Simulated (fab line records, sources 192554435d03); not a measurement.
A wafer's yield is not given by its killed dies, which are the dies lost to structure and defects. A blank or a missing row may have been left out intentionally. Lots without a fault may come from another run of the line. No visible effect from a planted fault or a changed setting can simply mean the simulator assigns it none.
Which tool did it? / flow n5_finfet / Sampling: 9 lots, 24 wafers, 5 of 1938 route steps

## WHAT THE GAUGES READ, wafer by wafer
N5_BEOL_M4_RC_MEAS_101. Usual: DIBL_N 36.2 mV/V, standard deviation 1.7; DIBL_P 36.2 mV/V, standard deviation 2.2; IOFF_N 0.16 nA/um, standard deviation 0.035; IOFF_P 0.21 nA/um, standard deviation 0.042; ION_N 673 uA/um, standard deviation 13; ION_P 462 uA/um, standard deviation 7.9; SS_N 71.4 mV/dec, standard deviation 0.59; SS_P 73.2 mV/dec, standard deviation 0.7; VT_N 250 mV, standard deviation 3.6; VT_P -251 mV, standard deviation 3.5.
lot=L345; measured=day 7 14:49; on=prober-01; DIBL_N (mV/V)=39.5 37.5 34.2; DIBL_P (mV/V)=39.9 36.7 33.5; IOFF_N (nA/um)=0.20 0.17 0.11; IOFF_P (nA/um)=0.24 0.20 0.15; ION_N (uA/um)=672 681 642; ION_P (uA/um)=458 461 443; SS_N (mV/dec)=72.9 71.9 71.0; SS_P (mV/dec)=74.6 74.5 72.4; VT_N (mV)=248 253 256; VT_P (mV)=-248 -251 -256; flag=
lot=L346; measured=day 7 23:13; on=prober-01; DIBL_N (mV/V)=36.3 38.7 36.4; DIBL_P (mV/V)=36.1 40.1 38.5; IOFF_N (nA/um)=0.14 0.21 0.17; IOFF_P (nA/um)=0.19 0.25 0.22; ION_N (uA/um)=653 688 674; ION_P (uA/um)=446 461 465; SS_N (mV/dec)=70.9 72.5 71.4; SS_P (mV/dec)=73.0 74.0 73.9; VT_N (mV)=250 243 248; VT_P (mV)=-252 -247 -251; flag=
lot=L347; measured=day 8 05:29; on=prober-01; DIBL_N (mV/V)=33.7 35.4 35.9; DIBL_P (mV/V)=35.2 37.1 37.6; IOFF_N (nA/um)=0.14 0.16 0.18; IOFF_P (nA/um)=0.21 0.23 0.23; ION_N (uA/um)=667 674 682; ION_P (uA/um)=469 473 473; SS_N (mV/dec)=70.5 71.1 71.9; SS_P (mV/dec)=72.9 73.2 74.0; VT_N (mV)=252 250 248; VT_P (mV)=-250 -248 -250; flag=
lot=L353; measured=day 10 02:51; on=prober-01; DIBL_N (mV/V)=35.0 37.7 35.9; DIBL_P (mV/V)=34.7 37.1 35.6; IOFF_N (nA/um)=0.13 0.17 0.14; IOFF_P (nA/um)=0.21 0.25 0.24; ION_N (uA/um)=654 668 655; ION_P (uA/um)=466 464 464; SS_N (mV/dec)=71.3 71.3 70.4; SS_P (mV/dec)=72.4 73.0 72.9; VT_N (mV)=254 250 252; VT_P (mV)=-251 -247 -247; flag=
lot=L355; measured=day 10 21:37; on=prober-01; DIBL_N (mV/V)=36.3 38.6; DIBL_P (mV/V)=36.0 38.3; IOFF_N (nA/um)=0.15 0.20; IOFF_P (nA/um)=0.20 0.24; ION_N (uA/um)=673 670; ION_P (uA/um)=459 456; SS_N (mV/dec)=71.0 71.4; SS_P (mV/dec)=73.7 74.2; VT_N (mV)=253 248; VT_P (mV)=-253 -251; flag=
lot=L356; measured=day 11 00:26; on=prober-01; DIBL_N (mV/V)=35.7 33.9; DIBL_P (mV/V)=35.6 32.6; IOFF_N (nA/um)=0.14 0.11; IOFF_P (nA/um)=0.21 0.17; ION_N (uA/um)=661 666; ION_P (uA/um)=459 455; SS_N (mV/dec)=70.5 70.8; SS_P (mV/dec)=73.2 73.0; VT_N (mV)=249 255; VT_P (mV)=-251 -253; flag=
lot=L357; measured=day 11 04:07; on=prober-02; DIBL_N (mV/V)=36.4 37.7; DIBL_P (mV/V)=36.5 37.2; IOFF_N (nA/um)=0.14 0.16; IOFF_P (nA/um)=0.18 0.19; ION_N (uA/um)=672 686; ION_P (uA/um)=457 458; SS_N (mV/dec)=70.7 71.1; SS_P (mV/dec)=73.1 73.5; VT_N (mV)=250 249; VT_P (mV)=-256 -253; flag=
lot=L364; measured=day 12 23:57; on=prober-01; DIBL_N (mV/V)=35.2 37.4 36.4; DIBL_P (mV/V)=34.0 36.2 34.2; IOFF_N (nA/um)=0.13 0.18 0.15; IOFF_P (nA/um)=0.18 0.22 0.19; ION_N (uA/um)=668 685 661; ION_P (uA/um)=460 467 455; SS_N (mV/dec)=71.4 71.3 70.8; SS_P (mV/dec)=72.7 72.8 73.1; VT_N (mV)=250 245 249; VT_P (mV)=-253 -251 -252; flag=
lot=L368; measured=day 13 17:47; on=prober-01; DIBL_N (mV/V)=34.9 35.1 34.1; DIBL_P (mV/V)=36.8 35.5 35.1; IOFF_N (nA/um)=0.15 0.14 0.13; IOFF_P (nA/um)=0.17 0.16 0.16; ION_N (uA/um)=665 672 666; ION_P (uA/um)=450 451 454; SS_N (mV/dec)=70.6 71.4 71.0; SS_P (mV/dec)=73.9 73.2 73.1; VT_N (mV)=252 252 255; VT_P (mV)=-257 -259 -258; flag=

## TOOL THAT RAN EACH LOT (tool first, then ch and the chambers of the sampled wafers, then the start)
lot=L345; N5_FIN_SAQP_STRIP_77=rie_diel-04 ch 0,1,2, day 2 02:33; N5_FIN_CUT_COAT_19=litho_track-03 ch 0, day 2 03:02; N5_FIN_CUT_DESCUM_13=rie_diel-06 ch 1,2,3, day 2 03:48; N5_FIN_CUT_ETCH_20=rie_diel-06 ch 1,2,3, day 2 03:51
lot=L346; N5_FIN_SAQP_STRIP_77=rie_diel-01 ch 2,3, day 2 09:34; N5_FIN_CUT_COAT_19=litho_track-04 ch 0, day 2 10:02; N5_FIN_CUT_DESCUM_13=rie_diel-06 ch 0,2,3, day 2 10:26; N5_FIN_CUT_ETCH_20=rie_diel-06 ch 0,2,3, day 2 10:30
lot=L347; N5_FIN_SAQP_STRIP_77=rie_diel-01 ch 0,1,2, day 2 13:37; N5_FIN_CUT_COAT_19=litho_track-04 ch 0, day 2 14:05; N5_FIN_CUT_DESCUM_13=rie_diel-06 ch 2,3, day 2 14:36; N5_FIN_CUT_ETCH_20=rie_diel-06 ch 2,3, day 2 14:39
lot=L353; N5_FIN_SAQP_STRIP_77=rie_diel-03 ch 0,1,2, day 4 03:16; N5_FIN_CUT_COAT_19=litho_track-03 ch 0, day 4 03:44; N5_FIN_CUT_DESCUM_13=rie_diel-05 ch 2,3, day 4 04:08; N5_FIN_CUT_ETCH_20=rie_diel-05 ch 2,3, day 4 04:11
lot=L355; N5_FIN_SAQP_STRIP_77=rie_diel-01 ch 1,2, day 4 14:24; N5_FIN_CUT_COAT_19=litho_track-04 ch 0, day 4 14:53; N5_FIN_CUT_DESCUM_13=rie_diel-02 ch 0,1, day 4 15:23; N5_FIN_CUT_ETCH_20=rie_diel-02 ch 0,1, day 4 15:27
lot=L356; N5_FIN_SAQP_STRIP_77=rie_diel-01 ch 3, day 4 22:35; N5_FIN_CUT_COAT_19=litho_track-04 ch 0, day 4 23:04; N5_FIN_CUT_DESCUM_13=rie_diel-05 ch 1,2, day 4 23:28; N5_FIN_CUT_ETCH_20=rie_diel-05 ch 1,2, day 4 23:31
lot=L357; N5_FIN_SAQP_STRIP_77=rie_diel-01 ch 1,2, day 5 06:46; N5_FIN_CUT_COAT_19=litho_track-04 ch 0, day 5 07:15; N5_FIN_CUT_DESCUM_13=rie_diel-02 ch 0,1, day 5 07:53; N5_FIN_CUT_ETCH_20=rie_diel-02 ch 0,1, day 5 07:56
lot=L364; N5_FIN_SAQP_STRIP_77=rie_diel-03 ch 1,2,3, day 6 19:24; N5_FIN_CUT_COAT_19=litho_track-03 ch 0, day 6 19:53; N5_FIN_CUT_DESCUM_13=rie_diel-06 ch 1,2, day 6 20:26; N5_FIN_CUT_ETCH_20=rie_diel-06 ch 1,2, day 6 20:29
lot=L368; N5_FIN_SAQP_STRIP_77=rie_diel-03 ch 1,2,3, day 7 20:12; N5_FIN_CUT_COAT_19=litho_track-03 ch 0, day 7 20:41; N5_FIN_CUT_DESCUM_13=rie_diel-02 ch 0,1,2, day 7 21:04; N5_FIN_CUT_ETCH_20=rie_diel-02 ch 0,1,2, day 7 21:08
- N5_FIN_SAQP_STRIP_77: strips in N2/H2, time 90 s.
- N5_FIN_CUT_COAT_19: time 60 s, resist thk 20 nm.
- N5_FIN_CUT_DESCUM_13: chemistry O2, time 7 s.
- N5_FIN_CUT_ETCH_20: etches SiARC in CF4, target depth 26 nm, time 43.3 s.

## AS READ BY THE TOOLS THEMSELVES (means over the sampled wafers that have a number; for cases with no such wafer, the mark the record gives instead)
N5_FIN_SAQP_STRIP_77. Usual: drypump_motor_current_A 5.6 A, standard deviation 0.47; n2_flow_sccm 300.1 sccm, standard deviation 0.83; oes_product_au 0.77 a.u., standard deviation 0.064; rf_vpp_V 45.4 V, standard deviation 0.82; showerhead_plenum_p_Torr 3.41 Torr, standard deviation 0.097; throttle_valve_pct 12.14 %, standard deviation 0.19.
lot=L345; tool=rie_diel-04; drypump_motor_current_A (A)=6.1; n2_flow_sccm (sccm)=300.5; oes_product_au (a.u.)=0.74; rf_vpp_V (V)=45.5; showerhead_plenum_p_Torr (Torr)=3.41; throttle_valve_pct (%)=12.35; flag=
lot=L346; tool=rie_diel-01; drypump_motor_current_A (A)=5.7; n2_flow_sccm (sccm)=299.6; oes_product_au (a.u.)=0.71; rf_vpp_V (V)=45.0; showerhead_plenum_p_Torr (Torr)=3.21; throttle_valve_pct (%)=12.35; flag=
lot=L347; tool=rie_diel-01; drypump_motor_current_A (A)=5.2; n2_flow_sccm (sccm)=300.4; oes_product_au (a.u.)=0.76; rf_vpp_V (V)=45.9; showerhead_plenum_p_Torr (Torr)=3.39; throttle_valve_pct (%)=12.15; flag=
lot=L353; tool=rie_diel-03; drypump_motor_current_A (A)=5.3; n2_flow_sccm (sccm)=300.0; oes_product_au (a.u.)=0.81; rf_vpp_V (V)=45.2; showerhead_plenum_p_Torr (Torr)=3.44; throttle_valve_pct (%)=11.92; flag=
lot=L355; tool=rie_diel-01; drypump_motor_current_A (A)=4.9; n2_flow_sccm (sccm)=299.9; oes_product_au (a.u.)=0.73; rf_vpp_V (V)=46.0; showerhead_plenum_p_Torr (Torr)=3.38; throttle_valve_pct (%)=12.27; flag=
lot=L356; tool=rie_diel-01; drypump_motor_current_A (A)=6.2; n2_flow_sccm (sccm)=299.6; oes_product_au (a.u.)=0.90; rf_vpp_V (V)=45.5; showerhead_plenum_p_Torr (Torr)=3.57; throttle_valve_pct (%)=11.80; flag=
lot=L357; tool=rie_diel-01; drypump_motor_current_A (A)=4.9; n2_flow_sccm (sccm)=300.6; oes_product_au (a.u.)=0.73; rf_vpp_V (V)=45.1; showerhead_plenum_p_Torr (Torr)=3.38; throttle_valve_pct (%)=12.29; flag=
lot=L364; tool=rie_diel-03; drypump_motor_current_A (A)=5.5; n2_flow_sccm (sccm)=300.3; oes_product_au (a.u.)=0.74; rf_vpp_V (V)=45.3; showerhead_plenum_p_Torr (Torr)=3.41; throttle_valve_pct (%)=12.15; flag=
lot=L368; tool=rie_diel-03; drypump_motor_current_A (A)=5.5; n2_flow_sccm (sccm)=299.3; oes_product_au (a.u.)=0.73; rf_vpp_V (V)=45.5; showerhead_plenum_p_Torr (Torr)=3.40; throttle_valve_pct (%)=12.16; flag=

N5_FIN_CUT_COAT_19. Usual: heater_power_total_W 427.4 W, standard deviation 2.2; run_length_s 66.32 s, standard deviation 0.13.
lot=L345; tool=litho_track-03; heater_power_total_W (W)=429.7; run_length_s (s)=66.12; flag=
lot=L346; tool=litho_track-04; heater_power_total_W (W)=426.4; run_length_s (s)=66.27; flag=
lot=L347; tool=litho_track-04; heater_power_total_W (W)=427.4; run_length_s (s)=66.31; flag=
lot=L353; tool=litho_track-03; heater_power_total_W (W)=427.7; run_length_s (s)=66.20; flag=
lot=L355; tool=litho_track-04; heater_power_total_W (W)=455.4; run_length_s (s)=60.70; flag=OFF
lot=L356; tool=litho_track-04; heater_power_total_W (W)=458.6; run_length_s (s)=60.70; flag=OFF
lot=L357; tool=litho_track-04; heater_power_total_W (W)=457.4; run_length_s (s)=60.73; flag=OFF
lot=L364; tool=litho_track-03; heater_power_total_W (W)=424.7; run_length_s (s)=66.41; flag=
lot=L368; tool=litho_track-03; heater_power_total_W (W)=427.5; run_length_s (s)=66.14; flag=

N5_FIN_CUT_DESCUM_13. Usual: drypump_motor_current_A 5.7 A, standard deviation 0.56; o2_flow_sccm 225.0 sccm, standard deviation 0.74; oes_product_au 0.77 a.u., standard deviation 0.075; rf_vpp_V 243.6 V, standard deviation 1.6; showerhead_plenum_p_Torr 2.11 Torr, standard deviation 0.091; throttle_valve_pct 20.42 %, standard deviation 0.26.
lot=L345; tool=rie_diel-06; drypump_motor_current_A (A)=6.3; o2_flow_sccm (sccm)=224.6; oes_product_au (a.u.)=0.72; rf_vpp_V (V)=244.1; showerhead_plenum_p_Torr (Torr)=2.07; throttle_valve_pct (%)=20.36; flag=
lot=L346; tool=rie_diel-06; drypump_motor_current_A (A)=5.8; o2_flow_sccm (sccm)=224.9; oes_product_au (a.u.)=0.75; rf_vpp_V (V)=243.9; showerhead_plenum_p_Torr (Torr)=2.09; throttle_valve_pct (%)=20.37; flag=
lot=L347; tool=rie_diel-06; drypump_motor_current_A (A)=6.1; o2_flow_sccm (sccm)=225.3; oes_product_au (a.u.)=0.72; rf_vpp_V (V)=242.7; showerhead_plenum_p_Torr (Torr)=2.11; throttle_valve_pct (%)=20.48; flag=
lot=L353; tool=rie_diel-05; drypump_motor_current_A (A)=5.4; o2_flow_sccm (sccm)=225.2; oes_product_au (a.u.)=0.75; rf_vpp_V (V)=244.5; showerhead_plenum_p_Torr (Torr)=2.18; throttle_valve_pct (%)=20.37; flag=
lot=L355; tool=rie_diel-02; drypump_motor_current_A (A)=5.4; o2_flow_sccm (sccm)=224.6; oes_product_au (a.u.)=0.73; rf_vpp_V (V)=244.6; showerhead_plenum_p_Torr (Torr)=2.09; throttle_valve_pct (%)=20.84; flag=
lot=L356; tool=rie_diel-05; drypump_motor_current_A (A)=5.3; o2_flow_sccm (sccm)=225.8; oes_product_au (a.u.)=0.82; rf_vpp_V (V)=245.2; showerhead_plenum_p_Torr (Torr)=2.16; throttle_valve_pct (%)=20.59; flag=
lot=L357; tool=rie_diel-02; drypump_motor_current_A (A)=5.5; o2_flow_sccm (sccm)=224.9; oes_product_au (a.u.)=0.73; rf_vpp_V (V)=242.2; showerhead_plenum_p_Torr (Torr)=2.09; throttle_valve_pct (%)=20.84; flag=
lot=L364; tool=rie_diel-06; drypump_motor_current_A (A)=6.4; o2_flow_sccm (sccm)=225.1; oes_product_au (a.u.)=0.81; rf_vpp_V (V)=244.2; showerhead_plenum_p_Torr (Torr)=2.16; throttle_valve_pct (%)=20.19; flag=
lot=L368; tool=rie_diel-02; drypump_motor_current_A (A)=5.3; o2_flow_sccm (sccm)=225.0; oes_product_au (a.u.)=0.81; rf_vpp_V (V)=243.8; showerhead_plenum_p_Torr (Torr)=2.13; throttle_valve_pct (%)=20.58; flag=

N5_FIN_CUT_ETCH_20. Usual: cf4_flow_sccm 100.0 sccm (standard deviation 0.32); drypump_motor_current_A 5.7 A (standard deviation 0.56); etch_rf_on_time_s 43.5 s (standard deviation 0.84); oes_product_au 0.65 a.u. (standard deviation 0.06); rf_vpp_V 184.2 V (standard deviation 1.3); showerhead_plenum_p_Torr 2.16 Torr (standard deviation 0.087); throttle_valve_pct 15.66 % (standard deviation 0.26).
lot=L345; tool=rie_diel-06; cf4_flow_sccm (sccm)=100.0; drypump_motor_current_A (A)=6.3; etch_rf_on_time_s (s)=43.8; oes_product_au (a.u.)=0.62; rf_vpp_V (V)=184.0; showerhead_plenum_p_Torr (Torr)=2.13; throttle_valve_pct (%)=15.64; flag=
lot=L346; tool=rie_diel-06; cf4_flow_sccm (sccm)=99.8; drypump_motor_current_A (A)=5.8; etch_rf_on_time_s (s)=43.8; oes_product_au (a.u.)=0.65; rf_vpp_V (V)=183.5; showerhead_plenum_p_Torr (Torr)=2.14; throttle_valve_pct (%)=15.60; flag=
lot=L347; tool=rie_diel-06; cf4_flow_sccm (sccm)=100.1; drypump_motor_current_A (A)=6.1; etch_rf_on_time_s (s)=43.6; oes_product_au (a.u.)=0.62; rf_vpp_V (V)=184.6; showerhead_plenum_p_Torr (Torr)=2.17; throttle_valve_pct (%)=15.74; flag=
lot=L353; tool=rie_diel-05; cf4_flow_sccm (sccm)=100.3; drypump_motor_current_A (A)=5.4; etch_rf_on_time_s (s)=43.5; oes_product_au (a.u.)=0.64; rf_vpp_V (V)=185.3; showerhead_plenum_p_Torr (Torr)=2.23; throttle_valve_pct (%)=15.56; flag=
lot=L355; tool=rie_diel-02; cf4_flow_sccm (sccm)=99.9; drypump_motor_current_A (A)=5.4; etch_rf_on_time_s (s)=43.9; oes_product_au (a.u.)=0.63; rf_vpp_V (V)=183.5; showerhead_plenum_p_Torr (Torr)=2.12; throttle_valve_pct (%)=15.96; flag=
lot=L356; tool=rie_diel-05; cf4_flow_sccm (sccm)=100.2; drypump_motor_current_A (A)=5.3; etch_rf_on_time_s (s)=44.1; oes_product_au (a.u.)=0.70; rf_vpp_V (V)=184.4; showerhead_plenum_p_Torr (Torr)=2.20; throttle_valve_pct (%)=15.70; flag=
lot=L357; tool=rie_diel-02; cf4_flow_sccm (sccm)=100.2; drypump_motor_current_A (A)=5.5; etch_rf_on_time_s (s)=43.6; oes_product_au (a.u.)=0.63; rf_vpp_V (V)=183.9; showerhead_plenum_p_Torr (Torr)=2.12; throttle_valve_pct (%)=15.98; flag=
lot=L364; tool=rie_diel-06; cf4_flow_sccm (sccm)=99.7; drypump_motor_current_A (A)=6.4; etch_rf_on_time_s (s)=43.2; oes_product_au (a.u.)=0.70; rf_vpp_V (V)=183.7; showerhead_plenum_p_Torr (Torr)=2.22; throttle_valve_pct (%)=15.48; flag=
lot=L368; tool=rie_diel-02; cf4_flow_sccm (sccm)=99.7; drypump_motor_current_A (A)=5.3; etch_rf_on_time_s (s)=43.9; oes_product_au (a.u.)=0.69; rf_vpp_V (V)=184.3; showerhead_plenum_p_Torr (Torr)=2.17; throttle_valve_pct (%)=15.77; flag=

## THE ANSWER, worked out from the rows above alone
Rule: a lot is off if the mean of its wafers that have a number lies more than 3 standard deviations from the usual mean. A lot without any number at a reading at which 4 lots or more have one is off too. Where the step has rows for the other lots, those lots are counted as sound. The gauges are gone through in route order, then the tools' own readings, and for those a lot's mean is taken as printed above. The first step at which some lot is off is used, and at that step the reading that is off furthest; a lot without a number counts as furthest.
Off at N5_FIN_CUT_COAT_19 (run_length_s): L355, L356, L357.
A tool fits if, at that step or a process step before it, it ran every lot that is off, and no sound lot after the first of them. Undecided on this evidence; 2 tools fit (rie_diel-01 at N5_FIN_SAQP_STRIP_77, litho_track-04 at N5_FIN_CUT_COAT_19).

## WHAT THE SIMULATOR HAD INSERTED
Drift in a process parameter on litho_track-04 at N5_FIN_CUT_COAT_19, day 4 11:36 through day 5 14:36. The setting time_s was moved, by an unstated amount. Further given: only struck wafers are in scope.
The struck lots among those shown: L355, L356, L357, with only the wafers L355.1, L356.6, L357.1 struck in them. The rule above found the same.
